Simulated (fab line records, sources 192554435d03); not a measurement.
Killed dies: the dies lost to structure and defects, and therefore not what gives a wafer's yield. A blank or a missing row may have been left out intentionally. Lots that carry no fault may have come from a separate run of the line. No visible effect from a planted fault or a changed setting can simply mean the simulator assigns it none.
Chamber matching    flow n5_finfet    rie_diel-01 running N5_HKMG_FIN_STRIP_93: 4 sister chambers
The step strips SOC in N2/H2, time 20 s. 4 wafers are shown with their chamber, then 9 later ones without.

WAFERS, EACH WITH ITS CHAMBER
wafer   chamber  showerhead_plenum_p_Torr (Torr)
L077.6  2        3.29
L084.2  3        3.56
L084.4  1        3.31
L084.5  0        3.31

WAFERS WITHOUT THEIR CHAMBER
wafer   showerhead_plenum_p_Torr (Torr)
L087.3  3.56
L087.4  3.30
L087.5  3.30
L091.1  3.55
L091.2  3.27
L091.4  3.30
L093.2  3.30
L093.4  3.30
L093.6  3.30

CHAMBER TAKEN BY EACH
wafer   from the rows above           in truth
L087.3  3                             3
L087.4  can't be placed: 2 or 0 or 1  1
L087.5  can't be placed: 2 or 0 or 1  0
L091.1  3                             3
L091.2  can't be placed: 2 or 0 or 1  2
L091.4  can't be placed: 2 or 0 or 1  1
L093.2  can't be placed: 2 or 0 or 1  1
L093.4  can't be placed: 2 or 0 or 1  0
L093.6  can't be placed: 2 or 0 or 1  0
Correct placement for 2 of the 9. Not placeable from these rows: 7 (in 7, the candidates include the true chamber). 0 placed wrongly.
How it was worked out, from the rows above alone: a wafer's distance from a chamber is the root of the sum, over the readings, of the square of ((its reading less the chamber's mean) divided by the reading's scatter). If the next closest chamber is less than 2 further off than the closest, the wafer can't be placed; otherwise it belongs to the closest. The mean given for a chamber averages the wafers shown for that chamber. The scatter (one wafer shown for each chamber): square how far every hidden wafer sits from the nearest shown wafer, average those squares and take the square root.
